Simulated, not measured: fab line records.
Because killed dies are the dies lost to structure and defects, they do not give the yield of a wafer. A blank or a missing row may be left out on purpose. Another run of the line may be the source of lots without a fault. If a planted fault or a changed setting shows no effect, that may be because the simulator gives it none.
Matching of chambers	flow n5_finfet	rie_diel-06 running N5_SD_EPI_N_ETCH_16: 4 sister chambers
The step etches SiO2 in CHF3/O2, target depth 5 nm. 4 wafers are shown with their chamber, then 11 later ones without.

## EACH WAFER AND ITS CHAMBER
wafer	chamber	throttle_valve_pct (%)
L083.1	3	18.46
L083.2	0	19.08
L083.3	2	18.91
L085.1	1	18.89

## WAFERS MISSING THEIR CHAMBER
wafer	throttle_valve_pct (%)
L085.4	18.92
L085.5	18.49
L086.2	18.48
L086.4	18.92
L086.6	18.92
L090.2	18.90
L090.3	18.94
L090.4	19.10
L091.3	18.89
L091.4	19.10
L091.6	18.94

## WHICH CHAMBER EACH ONE RAN IN
wafer	from the rows above	in truth
L085.4	can't be placed: 2 or 1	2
L085.5	3	3
L086.2	3	3
L086.4	can't be placed: 2 or 1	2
L086.6	can't be placed: 2 or 1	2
L090.2	can't be placed: 1 or 2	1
L090.3	can't be placed: 2 or 1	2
L090.4	0	0
L091.3	can't be placed: 1 or 2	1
L091.4	0	0
L091.6	can't be placed: 2 or 1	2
Correctly placed: 4 of 11. Unplaceable from these rows: 7, with the true chamber sitting among the candidates in 7. Number placed wrongly: 0.
How it was worked out, from the rows above alone: a wafer's distance from a chamber is the root of the sum, over the readings, of the square of ((its reading less the chamber's mean) divided by the reading's scatter). If the next closest chamber is less than 2 further off than the closest, the wafer can't be placed; otherwise it belongs to the closest. The mean given for a chamber averages the wafers shown for that chamber. The scatter: with one shown wafer a chamber, the root of the mean of the squares of how far each hidden wafer lies from its nearest shown one.
